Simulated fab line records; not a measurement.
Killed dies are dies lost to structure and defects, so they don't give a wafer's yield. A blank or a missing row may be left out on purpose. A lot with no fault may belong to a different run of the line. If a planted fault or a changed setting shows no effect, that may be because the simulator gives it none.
fab line records	flow n5_finfet
record: lots: 4	wafers: 12	last_day: 17
route steps=1938 shown BEOL_M2@879 BEOL_M4@1111 PASSIVATION@1936
lots that met no fault: taken from a fault-free run of the same line
start_h: the number of hours between the record's first day and the start of the first shown wafer of the lot	wait_h: time in hours since the lot's previous step	" unchanged from the row above	L1.1+2: one row covering several wafers at once	- no value, or no start was given	* or withheld: withheld	< > ~ a bound
route shown NAME@n: a module of which the file shows steps, and the number in the route of the first	usual: the fault-free wafers' mean and standard deviation	same: alike in all rows	chamber/n: place in a boat	sites: each site's reading	_std_site: standard deviation across them	_edge_site: the outer-site mean with the inner-site mean subtracted	radius_mm: how far each site lies from the wafer's centre	mask NAME#n: copy n	behind: tool/chamber where the wafer was last shaped	hold: what put the lot on hold/how long, in hours/how the hold closed	device: whichever transistor did not switch (one of n, p or np)	end of line: the same wafers' tests at the end of the route	where a step has no rows: the recipe by itself	killed: the dies lost at the first sort to structure and to defects; this is not the yield of the wafer	map: a wafer's dies, marking killed ones x, the rest . and places with no die _
set.NAME: the setting that was run; set.NAME@STEP: the one run at that earlier step	model.NAME: the simulator's own value behind a step, which no gauge read
lots at some steps of the route; a table a step, a row a wafer
services: from which hour (start_h, from the record's first day; less than 0 if before it) a tool's chamber was out of use, for how many hours, and why
== steps ==
step: N5_BEOL_M2_DESCUM_33
recipe: chemistry: O2	time_s: 7	source_power_w: 50	bias_power_w: 20	pressure_mtorr: 20	rf_frequency_hz: 2.712e+07	temp_c: 40	resist: CAR-EUV	o2_flow_sccm: 225
step: N5_BEOL_M2_ETCH_77
recipe: chemistry: N2/H2	target: underlayer	target_depth_a: 65	mask_material: CAR-EUV	time_s: 5.2	ion_energy_ev: 200	pressure_mtorr: 30	source_w: 840	bias_w: 150	n2_flow_sccm: 200	h2_flow_sccm: 200	ends: cleared
step: N5_BEOL_M2_ETCH_69
recipe: chemistry: CF4	target: SiARC	target_depth_a: 156	mask_material: CAR-EUV	time_s: 26	ion_energy_ev: 80	pressure_mtorr: 40	source_w: 545	bias_w: 36	Ar_flow_sccm: 100	cf4_flow_sccm: 100	ends: cleared
step: N5_BEOL_M2_ALD_98
recipe: material: SiO2	target_thk_a: 25	temp_c: 100	ald_precursor_family: BDEAS	ald_co_reactant: O2-plasma	pulse_time_s: 1	co_reactant_pulse_time_s: 1	purge_time_s: 2	co_reactant_purge_time_s: 2	ald_cycles: 17	pressure_torr: 2
step: N5_BEOL_M2_ETCHBACK_99
recipe: chemistry: CHF3	target: SiO2	target_depth_a: 50	time_s: 10.4	source_w: 215	bias_w: 47	Ar_flow_sccm: 200	CHF3_flow_sccm: 12	ion_energy_ev: 100	pressure_mtorr: 30
step: N5_BEOL_M2_ETCH_70
recipe: chemistry: N2/H2	target: SOC	target_depth_a: 800	overetch_a: 240	mask_material: SiARC	temp_c: 40	time_s: 130	ion_energy_ev: 200	pressure_mtorr: 30	source_w: 840	bias_w: 150	n2_flow_sccm: 200	h2_flow_sccm: 200
step: N5_BEOL_M2_STRIP_71
recipe: chemistry: N2/H2	temp_c: 40	n2_flow_sccm: 200	h2_flow_sccm: 200	rf_frequency_hz: 6e+07
step: N5_BEOL_M2_STRIP_78
recipe: chemistry: N2/H2	temp_c: 40	n2_flow_sccm: 200	h2_flow_sccm: 200	rf_frequency_hz: 6e+07
step: N5_BEOL_M2_VIA_ETCH_34
recipe: chemistry: C4F6/O2	target_depth_a: 694	mask_material: SOC	pressure_mtorr: 15	ion_energy_ev: 250	taper_deg: 4	time_s: 65.9	source_w: 350	bias_w: 170	Ar_flow_sccm: 300	C4F6_flow_sccm: 10	O2_flow_sccm: 10
step: N5_BEOL_M2_STRIP_83
recipe: chemistry: C4F6/O2	resist: SiARC	rf_frequency_hz: 6e+07
step: N5_BEOL_M2_STRIP_36
recipe: chemistry: N2/H2	power_w: 450	temp_c: 40	pressure_mtorr: 20	rf_frequency_hz: 6e+07	overash_fraction: 0.3	bias_power_w: 7	h2_frac: 0.5	n2_flow_sccm: 200	h2_flow_sccm: 200
step: N5_BEOL_M2_TRENCH_ETCH_37
recipe: chemistry: C4F6/O2	target_depth_a: 555.55	target: SiOC	time_s: 29.2	ion_energy_ev: 250	pressure_mtorr: 30	source_w: 355	bias_w: 185	Ar_flow_sccm: 300	C4F6_flow_sccm: 10	O2_flow_sccm: 10
usual: bias_w: 185.0/0.57	chamber_pressure_mTorr: 29.999/0.028	drypump_motor_current_A: 5.8/0.5	oes_product_au: 0.77/0.078	rf_vpp_V: 663/5.5	showerhead_plenum_p_Torr: 2.87/0.1	throttle_valve_pct: 20.76/0.23
lot.wafer	tool	chamber	start_h	wait_h	bias_w	chamber_pressure_mTorr	drypump_motor_current_A	oes_product_au	rf_hours_counter_h	rf_vpp_V	showerhead_plenum_p_Torr	throttle_valve_pct	model.BEOL_M2.feature_depth_nm	model.etch.depth_nm
L845.1	rie_diel-03	0	155.92	-	184.8	30.001	6.3	0.92	19	652	2.79	20.69	55.6	55.66
L845.2	"	3	"	"	185.3	29.999	6.3	0.79	120	660	2.75	20.72	55.8	55.75
L845.4	"	2	"	"	185.8	29.993	6.6	0.71	200	666	2.94	21.14	54.2	54.28
L860.2	rie_diel-03	0	228.12	-	166.7	30.025	6.3	0.84	44	601	2.78	20.71	53	53.06
L860.5	"	3	"	"	166.3	29.980	6.3	0.75	-	608	2.74	20.74	53.6	53.52
L860.6	"	0	"	"	167.7	29.956	6.3	0.85	-	602	2.78	20.71	53.8	53.76
L863.1	rie_diel-03	1	243.67	-	167.4	29.993	5.7	0.76	123	613	2.98	20.56	53.4	53.4
L863.4	"	0	"	"	165.9	30.010	6.3	0.85	50	600	2.77	20.75	54.2	54.14
L863.5	"	1	"	"	166.8	30.027	5.7	0.75	-	613	2.98	20.57	53.6	53.62
L868.1	rie_diel-05	3	278.95	-	184.5	30.015	5.4	0.70	227	657	2.81	21.06	55	55.06
L868.2	"	1	"	"	185.7	29.970	6.2	0.92	23	658	2.78	20.60	56.2	56.15
L868.3	"	2	"	"	184.0	30.015	6.3	0.68	230	655	2.82	21.07	55	55.06
step: N5_BEOL_M2_ETCH_41
recipe: chemistry: CH3F/O2	target: SiCN	target_depth_a: 299	taper_deg: 2	time_s: 52.5	ion_energy_ev: 120	mask_material: TiN	pressure_mtorr: 30	source_w: 395	bias_w: 75	Ar_flow_sccm: 150	CH3F_flow_sccm: 30	O2_flow_sccm: 20
step: N5_BEOL_M2_STRIP_97
recipe: chemistry: N2/H2	time_s: 10	power_w: 450	temp_c: 40	pressure_mtorr: 20	rf_frequency_hz: 6e+07	bias_power_w: 7	n2_flow_sccm: 200	h2_flow_sccm: 200
step: N5_BEOL_M2_HM_STRIP_39
recipe: chemistry: peroxide_tin_strip	material: TiN	target_depth_a: 250	temp_c: 50	time_s: 158
step: N5_BEOL_M2_SRD_40
recipe: time_s: 30	temp_c: 23	rinse_liquid: diw	dry: ipa_marangoni
step: N5_BEOL_M2_PRECLEAN_42
recipe: chemistry: residue_remover	time_s: 60	temp_c: 40
step: N5_BEOL_M2_SRD_43
recipe: time_s: 30	temp_c: 23	rinse_liquid: diw	dry: ipa_marangoni
step: N5_BEOL_M2_DEGAS_44
recipe: ambient: vacuum	temp_c: 250	time_s: 60
step: N5_BEOL_M2_PRE_CLEAN_45
recipe: gas: H2/He	time_s: 30	temp_c: 250
step: N5_BEOL_M2_ALD_84
recipe: material: TaN	target_thk_a: *	temp_c: 275	ald_precursor_family: PDMAT	ald_co_reactant: NH3	pressure_torr: 3	carrier_flow_sccm: 1500	pulse_time_s: 2	purge_time_s: 3	co_reactant_purge_time_s: 2	co_reactant_pulse_time_s: 3	ald_cycles: 30	precursor_vessel_temp_c: 75	precursor_vessel_pressure_torr: 26.25	precursor_vessel_carrier_sccm: 1000
step: N5_BEOL_M2_SURFACE_TREAT_85
recipe: gas: Ar	time_s: *	ion_energy_ev: *	ion_current_ma_cm2: 0.5	pressure_mtorr: *	ar_flow_sccm: 30
step: N5_BEOL_M2_CVD_47
recipe: material: Co	target_thk_a: 30	temp_c: withheld	precursor: CCTBA/H2	pressure_torr: 30	time_s: 223.8
step: N5_BEOL_M2_SPUTTER_48
recipe: material: Cu	target_thk_a: 45	temp_c: -20	chamber_pressure_pa: 0.07	power_w: withheld	time_s: 8.29
step: N5_BEOL_M2_ANNEAL_49
recipe: temp_c: 400	time_s: 240	ambient: vacuum
step: N5_BEOL_M2_SPUTTER_79
recipe: material: Cu	target_thk_a: 45	temp_c: -20	chamber_pressure_pa: 0.07	power_w: withheld	time_s: 8.29
step: N5_BEOL_M2_ANNEAL_80
recipe: temp_c: 400	time_s: 240	ambient: vacuum
step: N5_BEOL_M2_SPUTTER_81
recipe: material: Cu	target_thk_a: 45	temp_c: -20	chamber_pressure_pa: 0.07	power_w: withheld	time_s: 8.29
step: N5_BEOL_M2_ANNEAL_82
recipe: temp_c: 400	time_s: 240	ambient: vacuum
step: N5_BEOL_M2_SPUTTER_86
recipe: material: Cu	target_thk_a: 45	temp_c: -20	chamber_pressure_pa: 0.07	power_w: withheld	time_s: 8.29
step: N5_BEOL_M2_ANNEAL_87
recipe: temp_c: 400	time_s: 240	ambient: vacuum
step: N5_BEOL_M2_SPUTTER_88
recipe: material: Cu	target_thk_a: 45	temp_c: -20	chamber_pressure_pa: 0.07	power_w: withheld	time_s: 8.29
step: N5_BEOL_M2_ANNEAL_89
recipe: temp_c: 400	time_s: 240	ambient: vacuum
step: N5_BEOL_M2_SPUTTER_90
recipe: material: Cu	target_thk_a: 45	temp_c: -20	chamber_pressure_pa: 0.07	power_w: withheld	time_s: 8.29
step: N5_BEOL_M2_ANNEAL_91
recipe: temp_c: 400	time_s: 240	ambient: vacuum
step: N5_BEOL_M2_SPUTTER_92
recipe: material: Cu	target_thk_a: 45	temp_c: -20	chamber_pressure_pa: 0.07	power_w: withheld	time_s: 8.29
step: N5_BEOL_M2_ANNEAL_93
recipe: temp_c: 400	time_s: 240	ambient: vacuum
step: N5_BEOL_M2_SPUTTER_94
recipe: material: Cu	target_thk_a: 45	temp_c: -20	chamber_pressure_pa: 0.07	power_w: withheld	time_s: 8.29
step: N5_BEOL_M2_ANNEAL_95
recipe: temp_c: 400	time_s: 240	ambient: vacuum
step: N5_BEOL_M2_CMP_52
recipe: stop_on: SiOC	t_overpolish_s: 6.8	down_force_psi: 1	platen_rpm: 50	clearing_platen_down_force_psi: 1.5	clearing_platen_rpm: 50	post_cmp_clean: cu_alkaline	target_thk_nm: 40	clearing_platen_pad_velocity_m_s: 0.99484	pad_velocity_m_s: 0.99484
usual: barrier_field_endpoint_s: 25.0/0.63	clearing_platen_rpm: 49.994/0.027	motor_current_A: 6.0/0.54	overpolish_run_s: 6.800/0.0082	time_to_endpoint_s: 63.8/2.6
lot.wafer	tool	chamber	start_h	wait_h	barrier_field_endpoint_s	clearing_platen_rpm	motor_current_A	overpolish_run_s	time_to_endpoint_s	model.Cu_of_BEOL_M2_ECD_50.thk_nm
L845.4	cmp-03	0	159.36	0.1	24.1	50.011	6.5	6.803	64.5	37.6
L845.1	"	1	"	"	24.6	49.997	6.9	6.804	66.3	40.6
L845.2	"	3	"	"	24.4	50.016	5.9	6.809	63.9	40.6
L860.2	cmp-04	2	232.92	0.3	24.9	50.031	6.0	6.810	66.0	38.8
L860.5	"	0	"	"	25.2	49.963	5.4	6.779	67.5	37.6
L860.6	"	1	"	"	25.2	49.968	6.3	6.795	65.8	38.4
L863.1	cmp-03	1	247.28	0.3	24.5	49.974	6.7	6.785	62.8	37.8
L863.4	"	3	"	"	25.4	49.992	5.9	6.798	64.9	38.8
L863.5	"	0	"	"	24.4	50.023	6.5	6.806	61.6	38
L868.1	cmp-02	0	282.89	0.4	25.0	49.951	6.3	6.792	60.8	38.6
L868.3	"	1	"	"	24.7	49.968	7.3	6.799	60.4	39.2
L868.2	"	2	"	"	24.7	49.987	5.0	6.786	61.6	40
step: N5_BEOL_M4_RC_MEAS_101
usual: DIBL_N: 36.3/1.4	DIBL_P: 35.7/1.5	IOFF_N: 0.155/0.022	IOFF_P: 0.204/0.027	ION_N: 671/9	ION_P: 459/6.2	SS_N: 71.5/0.54	SS_P: 73.1/0.56	VT_N: 250.2/2.6	VT_P: -251/3.3
lot.wafer	tool	chamber	start_h	wait_h	DIBL_N[mV/V]	DIBL_P[mV/V]	IOFF_N[nA/um]	IOFF_P[nA/um]	ION_N[uA/um]	ION_P[uA/um]	SS_N[mV/dec]	SS_P[mV/dec]	VT_N[mV]	VT_P[mV]
L845.1	prober-01	0	185.04	0.0	33.0	32.0	0.114	0.177	669	461	70.5	71.4	252.3	-252
L845.2	"	0	"	"	36.3	34.8	0.167	0.214	673	455	71.9	72.9	247.1	-250
L845.4	"	0	"	"	35.7	34.8	0.154	0.214	676	465	71.2	73.5	248.4	-249
L860.2	prober-02	0	255.85	0.2	38.9	37.2	0.175	0.230	674	462	72.1	74.7	249.2	-250
L860.5	"	0	"	"	39.8	37.9	0.190	0.230	685	461	72.6	74.5	246.0	-248
L860.6	"	0	"	"	38.5	36.8	0.157	0.217	666	462	71.8	73.4	250.3	-250
L863.1	prober-01	0	274.32	0.0	35.4	35.2	0.139	0.192	674	453	71.2	73.7	252.0	-251
L863.4	"	0	"	"	38.4	37.3	0.197	0.237	677	459	72.3	73.3	249.3	-250
L863.5	"	0	"	"	34.9	34.4	0.131	0.195	666	458	71.2	72.7	251.6	-250
L868.1	prober-01	0	307.18	0.0	36.2	35.0	0.150	0.181	667	449	71.7	72.0	252.0	-255
L868.2	"	0	"	"	36.1	34.8	0.150	0.182	665	453	71.3	72.3	251.1	-255
L868.3	"	0	"	"	35.6	35.9	0.145	0.186	670	461	71.3	72.7	251.7	-253
step: N5_PASSIVATION_PROBE_49
usual: defect_limited_yield: 91.0/1.5	killed_at_M0_to_M3: 36/12	killed_at_M4_up: 14/5.5	killed_at_contacts: 11/4.8	killed_at_front_end: 42/12	killed_at_other: 3.7/2.7	killed_dies: 106/18	killed_open: 70/13	killed_short: 35/8.2	sort_bin_5_function: 5.3/1	sort_bin_6_memory: 3.3/0.69	sort_n_pass: 1074/18	sort_yield_pct: 91.0/1.5
same: gross_dies: 1180	killed_at_back_side: 0	sort_bin_4_leakage[%]: 0	sort_bin_8_speed[%]: 0
lot.wafer	tool	chamber	start_h	wait_h	defect_limited_yield[%]	killed_at_M0_to_M3	killed_at_M4_up	killed_at_contacts	killed_at_front_end	killed_at_other	killed_dies	killed_open	killed_short	sort_bin_5_function[%]	sort_bin_6_memory[%]	sort_n_pass	sort_yield_pct[%]
L845.1	prober-02	-	291.44	0.0	90.3	40	12	18	41	4	115	83	29	5.8	3.8	1065	90.3
L845.2	prober-02	-	291.49	0.1	88.6	51	6	12	64	2	135	97	37	6.4	4.7	1045	88.6
L845.4	prober-02	-	291.59	0.2	92.2	21	22	16	32	1	92	56	32	5.2	2.4	1088	92.2
killed by level:class
L845.1 STI_FIN_REVEAL:geometric_particle:open=17 BEOL_M1:geometric_particle:open=14 MOL_CONTACT_COAG:geometric_particle:open=14 FIN_SAQP:geometric_particle:short=11 BEOL_M0_SAQP:geometric_particle:open=9 BEOL_M2:geometric_particle:open=9 BEOL_M4:geometric_particle:open=7 FIN_SAQP:geometric_particle:open=6
L845.2 FIN_SAQP:geometric_particle:open=17 STI_FIN_REVEAL:geometric_particle:open=15 BEOL_M0_SAQP:geometric_particle:short=15 BEOL_M0_SAQP:geometric_particle:open=14 BEOL_M1:geometric_particle:open=12 FIN_SAQP:geometric_particle:short=10 MOL_CONTACT_COAG:geometric_particle:open=10 DUMMY_GATE:geometric_particle:open=9
L845.4 BEOL_M4:geometric_particle:open=13 MOL_CONTACT_COAG:geometric_particle:open=11 FIN_SAQP:geometric_particle:open=9 BEOL_M0_SAQP:geometric_particle:short=8 FIN_SAQP:geometric_particle:short=7 MOL_CONTACT_COAG:geometric_particle:short=5 BEOL_M0_SAQP:geometric_particle:open=4 DUMMY_GATE:geometric_particle:open=3
== services ==
tool	chamber	start_h	hours	kind
rie_diel-03	2	134.14	4.8	repair
cmp-02	-	143.95	4.6	pm
cmp-03	-	149.25	0.3	repair
cmp-04	-	160.84	3.5	pm
cmp-03	-	164.14	0.4	repair
cmp-04	-	195.87	0.9	repair
rie_diel-05	1	202.25	-	clean
rie_diel-05	1	202.25	-	consumable_replace:focus_ring
rie_diel-05	1	202.25	14.5	scheduled_down
rie_diel-05	1	202.25	14.5	vent_cycle
cmp-02	-	214.94	0.6	repair
cmp-02	-	246.27	2.4	repair
rie_diel-05	0	261.01	-	clean
rie_diel-05	0	261.01	-	consumable_replace:focus_ring
rie_diel-05	0	261.01	24.8	scheduled_down
rie_diel-05	0	261.01	24.8	vent_cycle
cmp-03	-	262.13	4.7	pm
cmp-03	-	276.42	4.0	pm
cmp-03	-	280.42	-	consumable_replace:conditioner
cmp-03	-	280.42	-	consumable_replace:pad
cmp-04	-	281.58	5.7	pm
== key ==
first_sign: step: N5_BEOL_M2_TRENCH_ETCH_37	reading: bias_w	direction: down	sigmas: 32	usual: *	struck: *
effect: step: N5_BEOL_M2_TRENCH_ETCH_37	reading: rf_vpp_V	direction: down	sigmas: 10	usual: 663	struck: 606
model_effect: step: N5_BEOL_M2_TRENCH_ETCH_37	value: BEOL_M2.feature_depth_nm	without: 55.4	struck: 53.6
model_effect: step: N5_BEOL_M2_CMP_52	value: Cu_of_BEOL_M2_ECD_50.thk_nm	without: 40.03	struck: 38.23
met_at N5_BEOL_M2_TRENCH_ETCH_37
struck_wafers L860.2,L860.5,L860.6,L863.1,L863.4,L863.5
onset_between 155.92 228.12
fault: kind: process_parameter_drift	tool: rie_diel-03	chamber: -	onset_h: 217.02	steps: N5_BEOL_M2_TRENCH_ETCH_37	channel: bias_w	offset: *	shape: step	end_h: 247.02	acts_in: *	stated: *
